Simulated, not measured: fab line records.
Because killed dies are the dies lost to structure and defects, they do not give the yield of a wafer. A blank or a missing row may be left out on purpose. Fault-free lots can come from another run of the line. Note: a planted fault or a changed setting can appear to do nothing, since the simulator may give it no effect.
Matching of chambers / flow nand_harc / rie_diel-12 running NHARC_A_STAIRCASE_TRIM_220: 4 sister chambers
The step chemistry O2, time 211.2 s. 4 wafers are shown with their chamber, then 10 later ones without.

== WAFERS, EACH WITH ITS CHAMBER ==
wafer=L083.6; chamber=0; drypump_motor_current_A (A)=5.91
wafer=L084.5; chamber=3; drypump_motor_current_A (A)=5.82
wafer=L087.1; chamber=1; drypump_motor_current_A (A)=5.81
wafer=L087.2; chamber=2; drypump_motor_current_A (A)=6.19

== WAFERS MISSING THEIR CHAMBER ==
wafer=L087.6; drypump_motor_current_A (A)=5.81
wafer=L088.4; drypump_motor_current_A (A)=6.19
wafer=L088.5; drypump_motor_current_A (A)=6.20
wafer=L088.6; drypump_motor_current_A (A)=5.78
wafer=L090.1; drypump_motor_current_A (A)=5.82
wafer=L090.3; drypump_motor_current_A (A)=5.74
wafer=L090.5; drypump_motor_current_A (A)=5.92
wafer=L095.2; drypump_motor_current_A (A)=5.91
wafer=L095.3; drypump_motor_current_A (A)=5.77
wafer=L095.6; drypump_motor_current_A (A)=5.92

== THE CHAMBER EACH PASSED THROUGH ==
wafer=L087.6; from the rows above=can't be placed: 1 or 3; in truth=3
wafer=L088.4; from the rows above=2; in truth=2
wafer=L088.5; from the rows above=2; in truth=2
wafer=L088.6; from the rows above=can't be placed: 1 or 3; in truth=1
wafer=L090.1; from the rows above=can't be placed: 3 or 1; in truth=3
wafer=L090.3; from the rows above=can't be placed: 1 or 3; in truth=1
wafer=L090.5; from the rows above=0; in truth=0
wafer=L095.2; from the rows above=0; in truth=0
wafer=L095.3; from the rows above=can't be placed: 1 or 3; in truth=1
wafer=L095.6; from the rows above=0; in truth=0
Correctly placed: 5 of 10. Cannot be placed on the basis of these rows: 5; the candidates contain the true chamber in 5. 0 placed wrongly.
How it was worked out, from the rows above alone: a wafer's distance from a chamber is the root of the sum, over the readings, of the square of ((its reading less the chamber's mean) divided by the reading's scatter). If the next closest chamber is less than 2 further off than the closest, the wafer can't be placed; otherwise it belongs to the closest. The mean given for a chamber averages the wafers shown for that chamber. The scatter: root of mean squared gap, hidden wafer to nearest shown wafer, with one shown wafer a chamber.
